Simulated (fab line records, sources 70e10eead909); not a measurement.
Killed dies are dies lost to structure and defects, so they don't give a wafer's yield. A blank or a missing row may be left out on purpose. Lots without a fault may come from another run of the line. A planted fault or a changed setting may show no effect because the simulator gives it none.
Which tool did it? | flow nand_harc | 12 lots, 36 wafers sampled, at 5 steps of a route of 1302

WHAT THE GAUGES READ, wafer by wafer
NHARC_END_SORT_01. Usual: defect_limited_yield 90.6 %, standard deviation 2.8; killed_at_array 58, standard deviation 20; killed_at_other 0.8, standard deviation 1; killed_at_periphery 4.6, standard deviation 2.8; killed_dies 63, standard deviation 19; killed_open 3.4, standard deviation 2; killed_short 2.4, standard deviation 1.8.
lot  | measured     | on        | defect_limited_yield (%) | killed_at_array | killed_at_other | killed_at_periphery | killed_dies | killed_open | killed_short | flag
L851 | day 28 01:55 | prober-01 | 89.7 89.7 90.0           | 64 48 60        | 0 2 0           | 6 20 8              | 70 70 68    | 2 8 3       | 3 1 4        |
L861 | day 33 02:03 | prober-01 | 92.3 87.4 91.9           | 48 80 46        | 1 1 0           | 3 4 9               | 52 85 55    | 4 0 7       | 4 1 3        |
L864 | day 33 09:34 | prober-02 | 89.7 92.2 91.7           | 61 48 49        | 0 0 0           | 9 5 7               | 70 53 56    | 5 2 4       | 4 0 6        |
L865 | day 34 11:13 | prober-02 | 88.9 88.3 88.3           | 71 71 72        | 0 2 0           | 4 6 7               | 75 79 79    | 0 4 2       | 0 6 2        |

WHICH TOOL RAN EACH LOT (tool, then ch and the chambers of the sampled wafers, then the start)
lot  | NHARC_P_CONTACT_ETCH_36                       | NHARC_P_CONTACT_STRIP_28           | NHARC_P_M0_PVD_20            | NHARC_P_M0_PRE_CLEAN_31
L844 | rie_diel-08 ch 1,2,3, day 6 14:17 or earlier  | rie_diel-10 ch 0,1,3, day 6 14:17  | pvd_sputter-03, day 6 18:36  | pecvd-03 ch 1,2, day 6 20:17
L845 | rie_diel-08 ch 0,2,3, day 7 03:01 or earlier  | rie_diel-08 ch 1,2,3, day 7 03:01  | pvd_sputter-03, day 7 07:14  | pecvd-03 ch 0,2, day 7 08:45
L846 | rie_diel-08 ch 0,3, day 7 08:14 or earlier    | rie_diel-13 ch 1,2, day 7 08:14    | pvd_sputter-03, day 7 12:23  | pecvd-01 ch 0,2, day 7 13:55
L847 | rie_diel-13 ch 1,3, day 7 15:08 or earlier    | rie_diel-10 ch 1,3, day 7 15:08    | pvd_sputter-02, day 7 19:25  | pecvd-04 ch 1,2, day 7 20:58
L850 | rie_diel-13 ch 0,2,3, day 8 20:35 or earlier  | rie_diel-13 ch 1,2,3, day 8 20:35  | pvd_sputter-03, day 9 00:51  | pecvd-04 ch 0,1,2, day 9 02:52
L851 | rie_diel-08 ch 2,3, day 9 11:08 or earlier    | rie_diel-10 ch 1,2, day 9 11:08    | pvd_sputter-03, day 9 15:24  | pecvd-03 ch 0,1,2, day 9 17:13
L855 | rie_diel-10 ch 0,1, day 10 22:40 or earlier   | rie_diel-08 ch 1,2,3, day 10 22:40 | pvd_sputter-02, day 11 02:55 | pecvd-03 ch 1,2, day 11 04:58
L862 | rie_diel-13 ch 0,2,3, day 13 14:21 or earlier | rie_diel-08 ch 0,1,2, day 13 14:21 | pvd_sputter-02, day 13 19:01 | pecvd-03 ch 1,2, day 13 20:32
L861 | rie_diel-13 ch 0,2,3, day 13 16:44 or earlier | rie_diel-10 ch 1,3, day 13 16:44   | pvd_sputter-03, day 13 21:00 | pecvd-01 ch 0,1, day 13 22:31
L864 | rie_diel-08 ch 0,1,3, day 14 19:50 or earlier | rie_diel-13 ch 1,2,3, day 14 19:50 | pvd_sputter-02, day 15 00:08 | pecvd-01 ch 0,1,2, day 15 01:43
L865 | rie_diel-13 ch 0,2, day 15 00:03 or earlier   | rie_diel-10 ch 0,2,3, day 15 00:03 | pvd_sputter-01, day 15 04:25 | pecvd-03 ch 0,1,2, day 15 06:16
L866 | rie_diel-10 ch 0,1,2, day 15 11:35 or earlier | rie_diel-08 ch 0,2, day 15 11:35   | pvd_sputter-01, day 15 15:42 | pecvd-01 ch 0,2, day 15 17:14
- NHARC_P_CONTACT_ETCH_36: etches the open film in N2/H2, target depth 260 nm, time 406.25 s.
- NHARC_P_CONTACT_STRIP_28: strips in O2.
- NHARC_P_M0_PVD_20: deposits TaN, target thk 5 nm, time 8.06 s.
- NHARC_P_M0_PRE_CLEAN_31: time 12 s.

WHAT THE TOOLS THEMSELVES READ (means of the sampled wafers that have a number; where no wafer has one, the mark that the record gives instead)
NHARC_P_CONTACT_ETCH_36. Usual: drypump_motor_current_A 5.9 A, standard deviation 0.48; mfc_ar_sccm 0.009 sccm, standard deviation 0.011; oes_product_au 0.999 a.u., standard deviation 0.0097; rf_vpp_V 432.1 V, standard deviation 1.7; showerhead_plenum_p_Torr 2.09 Torr, standard deviation 0.051; throttle_valve_pct 14.171 %, standard deviation 0.0089.
lot  | tool        | drypump_motor_current_A (A) | mfc_ar_sccm (sccm) | oes_product_au (a.u.) | rf_vpp_V (V) | showerhead_plenum_p_Torr (Torr) | throttle_valve_pct (%) | flag
L844 | rie_diel-08 | 5.6                         | 0.000              | 1.006                 | 432.5        | 2.11                            | 14.175                 |
L845 | rie_diel-08 | 5.8                         | 0.003              | 1.007                 | 431.8        | 2.07                            | 14.169                 |
L846 | rie_diel-08 | 6.2                         | 0.007              | 1.006                 | 430.9        | 2.07                            | 14.177                 |
L847 | rie_diel-13 | 5.9                         | 0.030              | 1.013                 | 432.9        | 2.11                            | 14.177                 |
L850 | rie_diel-13 | 6.0                         | 0.019              | 0.999                 | 431.9        | 2.08                            | 14.174                 |
L851 | rie_diel-08 | 5.5                         | 0.000              | 0.996                 | 430.7        | 2.06                            | 14.169                 |
L855 | rie_diel-10 | 6.2                         | 0.000              | 0.992                 | 431.0        | 2.08                            | 14.170                 |
L862 | rie_diel-13 | 6.0                         | 0.019              | 1.002                 | 432.3        | 2.08                            | 14.175                 |
L861 | rie_diel-13 | 6.0                         | 0.019              | 0.992                 | 431.5        | 2.08                            | 14.163                 |
L864 | rie_diel-08 | 6.0                         | 0.003              | 0.996                 | 433.5        | 2.10                            | 14.175                 |
L865 | rie_diel-13 | 5.8                         | 0.014              | 0.984                 | 432.2        | 2.08                            | 14.177                 |
L866 | rie_diel-10 | 6.4                         | 0.004              | 0.996                 | 432.7        | 2.12                            | 14.171                 |

NHARC_P_CONTACT_STRIP_28. Usual: drypump_motor_current_A 5.9 A, standard deviation 0.52; mfc_ar_sccm 0.010 sccm, standard deviation 0.01; oes_product_au 0.998 a.u., standard deviation 0.0086; rf_vpp_V 58.0 V, standard deviation 0.83; showerhead_plenum_p_Torr 3.60 Torr, standard deviation 0.086; throttle_valve_pct 17.036 %, standard deviation 0.0091.
lot  | tool        | drypump_motor_current_A (A) | mfc_ar_sccm (sccm) | oes_product_au (a.u.) | rf_vpp_V (V) | showerhead_plenum_p_Torr (Torr) | throttle_valve_pct (%) | flag
L844 | rie_diel-10 | 5.9                         | 0.005              | 0.994                 | 57.7         | 3.56                            | 17.033                 |
L845 | rie_diel-08 | 5.6                         | 0.000              | 1.011                 | 57.7         | 3.63                            | 17.035                 |
L846 | rie_diel-13 | 5.5                         | 0.020              | 1.000                 | 58.0         | 3.64                            | 17.036                 |
L847 | rie_diel-10 | 5.6                         | 0.009              | 0.994                 | 57.3         | 3.52                            | 17.035                 |
L850 | rie_diel-13 | 5.7                         | 0.025              | 0.996                 | 58.1         | 3.63                            | 17.041                 |
L851 | rie_diel-10 | 6.5                         | 0.004              | 1.004                 | 58.2         | 3.70                            | 17.033                 |
L855 | rie_diel-08 | 5.6                         | 0.000              | 0.994                 | 57.5         | 3.63                            | 17.035                 |
L862 | rie_diel-08 | 6.0                         | 0.003              | 1.005                 | 58.2         | 3.63                            | 17.039                 |
L861 | rie_diel-10 | 6.0                         | 0.005              | 1.005                 | 58.3         | 3.59                            | 17.042                 |
L864 | rie_diel-13 | 5.7                         | 0.025              | 0.993                 | 57.8         | 3.63                            | 17.034                 |
L865 | rie_diel-10 | 6.0                         | 0.009              | 0.993                 | 58.2         | 3.58                            | 17.036                 |
L866 | rie_diel-08 | 6.2                         | 0.007              | 1.001                 | 57.5         | 3.58                            | 17.039                 |

NHARC_P_M0_PVD_20. Usual: throttle_valve_pct 29.7 %, standard deviation 1.
lot  | tool           | throttle_valve_pct (%) | flag
L844 | pvd_sputter-03 | 29.9                   |
L845 | pvd_sputter-03 | 28.8                   |
L846 | pvd_sputter-03 | 28.9                   |
L847 | pvd_sputter-02 | 29.3                   |
L850 | pvd_sputter-03 | 29.6                   |
L851 | pvd_sputter-03 | 30.5                   |
L855 | pvd_sputter-02 | 29.9                   |
L862 | pvd_sputter-02 | 29.7                   |
L861 | pvd_sputter-03 | 30.3                   |
L864 | pvd_sputter-02 | 29.4                   |
L865 | pvd_sputter-01 | 30.0                   |
L866 | pvd_sputter-01 | 29.5                   |

NHARC_P_M0_PRE_CLEAN_31. Usual: heater_power_w 655 W, standard deviation 74.
lot  | tool     | heater_power_w (W) | flag
L844 | pecvd-03 | 581                |
L845 | pecvd-03 | 671                |
L846 | pecvd-01 | 701                |
L847 | pecvd-04 | 667                |
L850 | pecvd-04 | 661                |
L851 | pecvd-03 | 615                |
L855 | pecvd-03 | 574                |
L862 | pecvd-03 | 642                |
L861 | pecvd-01 | 700                |
L864 | pecvd-01 | 741                |
L865 | pecvd-03 | 629                |
L866 | pecvd-01 | 715                |

THE ANSWER, worked out from the rows above alone
Rule: a lot is off if the mean of its wafers that have a number lies more than 3 standard deviations from the usual mean. A lot without any number at a reading at which 4 lots or more have one is off too. The other lots that the step has rows for count as sound. The gauges are gone through in route order, then the tools' own readings, and for those a lot's mean is taken as printed above. The first step at which some lot is off is used, and at that step the reading that is off furthest; a lot without a number counts as furthest.
No lot is off at any reading shown: from this, nothing can be told.

WHAT THE SIMULATOR HAD PUT IN
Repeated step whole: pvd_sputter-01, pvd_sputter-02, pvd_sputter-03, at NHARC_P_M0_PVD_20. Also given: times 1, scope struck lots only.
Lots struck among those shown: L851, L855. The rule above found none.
